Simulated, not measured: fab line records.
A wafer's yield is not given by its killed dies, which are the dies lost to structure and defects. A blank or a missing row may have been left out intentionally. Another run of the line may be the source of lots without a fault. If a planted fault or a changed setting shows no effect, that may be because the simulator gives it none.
fab line records ; flow n5_finfet ; part 2 of 2: steps 5 to 6 of 6
record: lots: 23; wafers: 69; last_day: 18
route steps=1938 shown BEOL_M10@1488 BEOL_M11@1537
lots that met no fault: from a run of the same line without faults
start_h: hours from the record's first day to the start of the lot's first wafer shown ; wait_h: time in hours since the lot's previous step ; " as in the row above ; L1.1+2: a row that stands for several wafers ; - no value, or no start given ; * or withheld: withheld ; < > ~ a bound
route shown NAME@n: NAME is a module with steps in the file, n the number in the route of the first one ; usual: mean/standard deviation taken from wafers without a fault ; same: alike in all rows ; chamber/n: place in a boat ; sites: readings site by site ; _std_site: standard deviation across them ; _edge_site: the outer-site mean with the inner-site mean subtracted ; radius_mm: for every site, how far away it sits from the centre of the wafer ; mask NAME#n: copy n ; behind: the last tool/chamber to shape the wafer ; hold: cause of the lot's hold/its duration in hours/its outcome ; device: the transistor (n, p or np) that didn't switch ; end of line: the tests these same wafers got at the end of their route ; step lacking rows: just its recipe ; killed: at the first sort, the dies lost to defects and structure; wafer yield is something else ; map: per-die view of a wafer (x killed, . not killed, _ where there is no die)
set.NAME: setting as actually run; set.NAME@STEP: the setting as run at that earlier step ; model.NAME: the simulator's own value behind a step, which no gauge read
the route's steps for a sample of lots (tables are steps, rows are wafers)
services: a tool's chamber out of use, with start hour (start_h, from the record's first day; less than 0 if before it), hours out, and reason
== steps ==
step: N5_BEOL_M11_CURE_71
recipe: temp_c: 385; time_s: 240; ambient: He/Ar; material: SiCOH_lowk
usual: lamp_power_pct: 52.31/0.055; wafer_temp_C_max: 386.6/0.49
same: time_s: 240
lot.wafer;tool;chamber;start_h;wait_h;lamp_power_pct;wafer_temp_C_max
L074.1;uv_cure-03;2;235.27;0.1;52.26;386.6
L074.4;uv_cure-03;2;235.27;0.1;52.38;387.8
L074.6;uv_cure-03;2;235.27;0.1;52.30;386.8
L075.2;uv_cure-03;0;240.91;0.1;52.21;386.8
L075.3;uv_cure-03;0;240.91;0.1;52.35;386.7
L075.6;uv_cure-03;0;240.91;0.1;52.26;386.9
L078.2;uv_cure-02;2;263.45;0.1;52.36;386.1
L078.3;uv_cure-02;2;263.45;0.1;52.34;386.0
L078.5;uv_cure-02;2;263.45;0.1;52.32;386.2
L076.1;uv_cure-03;0;264.17;0.0;52.41;386.3
L076.3;uv_cure-03;0;264.17;0.0;52.29;386.7
L076.6;uv_cure-03;0;264.17;0.0;52.37;386.3
L080.1;uv_cure-03;0;274.12;0.0;52.36;387.4
L080.3;uv_cure-03;0;274.12;0.0;52.32;386.3
L080.5;uv_cure-03;0;274.12;0.0;52.29;386.5
L079.1;uv_cure-03;1;274.90;0.1;52.29;386.3
L079.5;uv_cure-03;1;274.90;0.1;52.25;386.2
L079.6;uv_cure-03;1;274.90;0.1;52.43;386.6
L077.2;uv_cure-02;0;276.90;0.1;52.27;386.4
L077.4;uv_cure-02;0;276.90;0.1;52.34;386.5
L077.6;uv_cure-02;0;276.90;0.1;52.40;386.3
L082.2;uv_cure-03;1;277.45;0.1;52.31;387.1
L082.3;uv_cure-03;1;277.45;0.1;52.29;386.6
L082.4;uv_cure-03;1;277.45;0.1;52.22;386.9
L083.1;uv_cure-02;0;282.26;0.0;52.19;386.0
L083.5;uv_cure-02;0;282.26;0.0;52.44;386.1
L083.6;uv_cure-02;0;282.26;0.0;52.31;386.6
L084.3;uv_cure-01;1;289.66;0.4;52.33;387.6
L084.4;uv_cure-01;1;289.66;0.4;52.34;386.7
L084.6;uv_cure-01;1;289.66;0.4;52.28;386.8
L085.1;uv_cure-02;2;295.54;0.0;52.26;386.4
L085.3;uv_cure-02;2;295.54;0.0;52.31;385.9
L085.5;uv_cure-02;2;295.54;0.0;52.34;386.1
L086.1;uv_cure-03;0;306.21;0.0;52.31;387.0
L086.3;uv_cure-03;0;306.21;0.0;52.31;386.6
L086.6;uv_cure-03;0;306.21;0.0;52.26;386.4
L087.2;uv_cure-02;2;306.52;0.1;52.41;386.1
L087.5;uv_cure-02;2;306.52;0.1;52.35;385.8
L087.6;uv_cure-02;2;306.52;0.1;52.32;385.7
L088.1;uv_cure-02;0;318.96;0.0;52.33;386.5
L088.4;uv_cure-02;0;318.96;0.0;52.26;387.4
L088.5;uv_cure-02;0;318.96;0.0;52.32;386.4
L089.1;uv_cure-01;0;329.23;0.0;52.39;386.4
L089.4;uv_cure-01;0;329.23;0.0;52.36;386.7
L089.6;uv_cure-01;0;329.23;0.0;52.35;387.0
L091.2;uv_cure-03;0;331.55;0.2;52.34;386.8
L091.3;uv_cure-03;0;331.55;0.2;52.27;386.7
L091.5;uv_cure-03;0;331.55;0.2;52.33;387.0
L093.3;uv_cure-01;2;343.02;0.2;52.32;386.2
L093.5;uv_cure-01;2;343.02;0.2;52.27;386.3
L093.6;uv_cure-01;2;343.02;0.2;52.35;386.0
L092.1;uv_cure-01;1;344.35;0.0;52.31;386.8
L092.2;uv_cure-01;1;344.35;0.0;52.24;386.7
L092.5;uv_cure-01;1;344.35;0.0;52.30;386.7
L090.3;uv_cure-02;1;344.57;0.4;52.29;386.3
L090.4;uv_cure-02;1;344.57;0.4;52.33;386.5
L090.6;uv_cure-02;1;344.57;0.4;52.38;386.7
L094.2;uv_cure-03;1;349.63;0.1;52.28;386.7
L094.3;uv_cure-03;1;349.63;0.1;52.31;386.9
L094.6;uv_cure-03;1;349.63;0.1;52.32;386.5
L095.2;uv_cure-03;2;368.25;0.1;52.30;386.7
L095.5;uv_cure-03;2;368.25;0.1;52.28;387.0
L095.6;uv_cure-03;2;368.25;0.1;52.23;387.4
L097.2;uv_cure-02;2;375.01;0.8;52.39;386.2
L097.3;uv_cure-02;2;375.01;0.8;52.39;386.0
L097.6;uv_cure-02;2;375.01;0.8;52.27;386.1
L096.4;uv_cure-03;2;375.50;0.3;52.36;386.7
L096.5;uv_cure-03;2;375.50;0.3;52.44;387.2
L096.6;uv_cure-03;2;375.50;0.3;52.31;387.6
step: N5_BEOL_M11_STRIP_19
recipe: chemistry: O2; power_w: 400; temp_c: 40; pressure_mtorr: 30; rf_frequency_hz: 6e+07; bias_power_w: 0; overash_fraction: 0.2; o2_flow_sccm: 225
usual: drypump_motor_current_A: 5.7/0.47; oes_product_au: 0.80/0.074; rf_vpp_V: 3.7/0.61; showerhead_plenum_p_Torr: 2.08/0.061; throttle_valve_pct: 16.59/0.23
lot.wafer;tool;chamber;start_h;wait_h;drypump_motor_current_A;oes_product_au;rf_hours_counter_h;rf_vpp_V;showerhead_plenum_p_Torr;throttle_valve_pct
L074.1;rie_diel-01;3;239.23;0.1;6.0;0.83;69;2.6;2.12;16.59
L074.4;rie_diel-01;0;239.23;0.1;5.5;0.88;44;2.7;2.04;16.38
L074.6;rie_diel-01;1;239.23;0.1;5.4;0.85;-;4.0;2.06;16.33
L075.2;rie_diel-03;0;245.32;0.2;6.1;0.81;80;4.4;2.10;16.61
L075.3;rie_diel-03;3;245.32;0.2;6.5;0.87;51;4.1;2.22;16.48
L075.6;rie_diel-03;1;245.32;0.2;6.6;0.75;-;3.7;2.06;16.69
L078.2;rie_diel-05;3;265.21;0.1;5.8;0.71;223;3.7;2.18;17.15
L078.3;rie_diel-05;2;265.21;0.1;5.0;0.84;93;4.1;2.02;16.64
L078.5;rie_diel-05;1;265.21;0.1;5.9;1.00;-;3.8;2.14;16.19
L076.1;rie_diel-03;2;267.79;0.2;5.8;0.76;137;3.8;2.10;16.59
L076.3;rie_diel-03;0;267.79;0.2;6.0;0.79;88;3.8;2.10;16.62
L076.6;rie_diel-03;0;267.79;0.2;6.0;0.80;-;2.3;2.10;16.63
L080.1;rie_diel-01;3;276.78;0.1;6.0;0.82;81;3.6;2.12;16.59
L080.3;rie_diel-01;1;276.78;0.1;5.4;0.84;63;4.8;2.05;16.36
L080.5;rie_diel-01;2;276.78;0.1;5.2;0.87;-;4.4;2.06;16.48
L079.1;rie_diel-05;1;276.96;0.1;6.0;0.98;10;3.5;2.14;16.19
L079.5;rie_diel-05;0;276.96;0.1;5.1;0.70;-;3.7;2.01;16.74
L079.6;rie_diel-05;3;276.96;0.1;5.8;0.70;-;2.7;2.18;17.12
L077.2;rie_diel-01;1;279.22;0.1;5.4;0.83;63;3.4;2.05;16.37
L077.4;rie_diel-01;2;279.22;0.1;5.3;0.88;51;4.1;2.06;16.47
L077.6;rie_diel-01;1;279.22;0.1;5.4;0.84;-;3.4;2.05;16.36
L082.2;rie_diel-01;3;281.69;0.1;6.0;0.81;82;3.6;2.12;16.59
L082.3;rie_diel-01;0;281.69;0.1;5.5;0.84;56;2.5;2.03;16.39
L082.4;rie_diel-01;1;281.69;0.1;5.4;0.82;64;3.4;2.05;16.36
L083.1;rie_diel-05;3;287.30;0.2;5.8;0.70;230;3.6;2.17;17.16
L083.5;rie_diel-05;2;287.30;0.2;5.0;0.83;-;3.8;2.02;16.65
L083.6;rie_diel-05;3;287.30;0.2;5.8;0.69;-;4.4;2.17;17.14
L084.3;rie_diel-03;3;291.71;0.1;6.5;0.84;65;3.4;2.22;16.49
L084.4;rie_diel-03;2;291.71;0.1;5.8;0.74;144;2.7;2.10;16.60
L084.6;rie_diel-03;2;291.71;0.1;5.8;0.75;-;3.8;2.10;16.61
L085.1;rie_diel-05;3;297.86;0.1;5.8;0.70;233;3.8;2.17;17.15
L085.3;rie_diel-05;1;297.86;0.1;5.9;0.97;16;4.1;2.14;16.20
L085.5;rie_diel-05;2;297.86;0.1;5.1;0.82;-;3.3;2.02;16.65
L086.1;rie_diel-03;0;308.65;0.2;6.1;0.78;100;3.1;2.09;16.64
L086.3;rie_diel-03;3;308.65;0.2;6.5;0.84;70;4.1;2.22;16.52
L086.6;rie_diel-03;2;308.65;0.2;5.8;0.75;-;2.6;2.10;16.63
L087.2;rie_diel-01;0;308.84;0.1;5.5;0.84;64;4.1;2.03;16.43
L087.5;rie_diel-01;1;308.84;0.1;5.4;0.82;-;3.1;2.05;16.39
L087.6;rie_diel-01;2;308.84;0.1;5.2;0.85;-;3.6;2.05;16.50
L088.1;rie_diel-05;1;321.20;0.1;6.0;0.94;26;3.6;2.14;16.21
L088.4;rie_diel-05;3;321.20;0.1;5.8;0.70;242;2.1;2.17;17.16
L088.5;rie_diel-05;1;321.20;0.1;5.9;0.94;-;4.2;2.14;16.21
L089.1;rie_diel-05;3;330.77;0.1;5.8;0.70;245;2.7;2.17;17.17
L089.4;rie_diel-05;1;330.77;0.1;5.9;0.93;28;3.7;2.14;16.22
L089.6;rie_diel-05;3;330.77;0.1;5.8;0.69;-;3.8;2.17;17.14
L091.2;rie_diel-01;2;335.87;0.1;5.2;0.84;68;2.9;2.05;16.52
L091.3;rie_diel-01;1;335.87;0.1;5.4;0.81;80;3.1;2.04;16.38
L091.5;rie_diel-01;3;335.87;0.1;6.0;0.80;-;3.6;2.11;16.62
L093.3;rie_diel-03;1;344.67;0.1;6.6;0.72;208;3.0;2.05;16.72
L093.5;rie_diel-03;3;344.67;0.1;6.5;0.82;-;3.1;2.21;16.55
L093.6;rie_diel-03;0;344.67;0.1;6.0;0.77;-;4.5;2.09;16.68
L092.1;rie_diel-05;1;347.64;0.2;6.0;0.94;32;3.6;2.14;16.24
L092.2;rie_diel-05;2;347.64;0.2;5.0;0.81;118;4.7;2.01;16.67
L092.5;rie_diel-05;1;347.64;0.2;6.0;0.94;-;3.6;2.14;16.22
L090.3;rie_diel-01;2;348.06;0.1;5.3;0.84;72;3.9;2.05;16.53
L090.4;rie_diel-01;1;348.06;0.1;5.4;0.81;84;2.6;2.04;16.38
L090.6;rie_diel-01;0;348.06;0.1;5.5;0.84;-;4.1;2.03;16.40
L094.2;rie_diel-01;3;351.71;0.1;6.0;0.80;104;4.2;2.11;16.62
L094.3;rie_diel-01;1;351.71;0.1;5.4;0.82;85;4.2;2.04;16.40
L094.6;rie_diel-01;2;351.71;0.1;5.2;0.84;-;3.2;2.05;16.54
L095.2;rie_diel-01;0;370.06;0.1;5.5;0.84;81;3.4;2.02;16.45
L095.5;rie_diel-01;2;370.06;0.1;5.3;0.84;-;4.5;2.05;16.54
L095.6;rie_diel-01;1;370.06;0.1;5.4;0.80;-;3.0;2.04;16.39
L097.2;rie_diel-03;1;379.22;0.2;6.6;0.71;221;3.9;2.05;16.74
L097.3;rie_diel-03;3;379.22;0.2;6.5;0.81;92;3.6;2.21;16.57
L097.6;rie_diel-03;2;379.22;0.2;5.8;0.74;-;3.4;2.09;16.64
L096.4;rie_diel-01;3;379.35;0.1;6.0;0.78;112;3.5;2.11;16.66
L096.5;rie_diel-01;1;379.35;0.1;5.4;0.79;-;3.4;2.04;16.41
L096.6;rie_diel-01;0;379.35;0.1;5.5;0.82;-;4.6;2.02;16.46
== services ==
tool;chamber;start_h;hours;kind
cmp-02;-;207.18;5.2;pm
rie_diel-05;3;215.05;2.0;repair
ald_metal-04;-;221.33;2.8;pm
cmp-03;-;226.70;1.3;repair
cmp-02;-;239.83;4.0;pm
uv_cure-02;-;240.64;12.4;repair
cmp-02;-;256.58;0.3;repair
rie_diel-06;-;279.75;0.6;repair
uv_cure-02;-;284.84;3.4;pm
uv_cure-03;-;285.03;2.1;pm
ald_metal-01;-;306.07;8.7;pm
cmp-03;-;311.23;4.0;pm
uv_cure-03;-;323.73;7.5;pm
cmp-03;-;337.01;3.0;pm
rie_diel-01;0;339.95;5.7;repair
cmp-03;-;353.25;6.8;pm
uv_cure-02;-;356.84;2.1;pm
rie_diel-01;-;359.56;0.5;repair
cmp-03;-;360.92;2.5;repair
rie_diel-04;2;365.46;5.0;repair
cmp-03;-;366.71;1.0;repair
cmp-03;-;367.73;0.4;repair
uv_cure-03;-;371.31;3.0;repair
rie_diel-04;-;376.07;3.0;repair
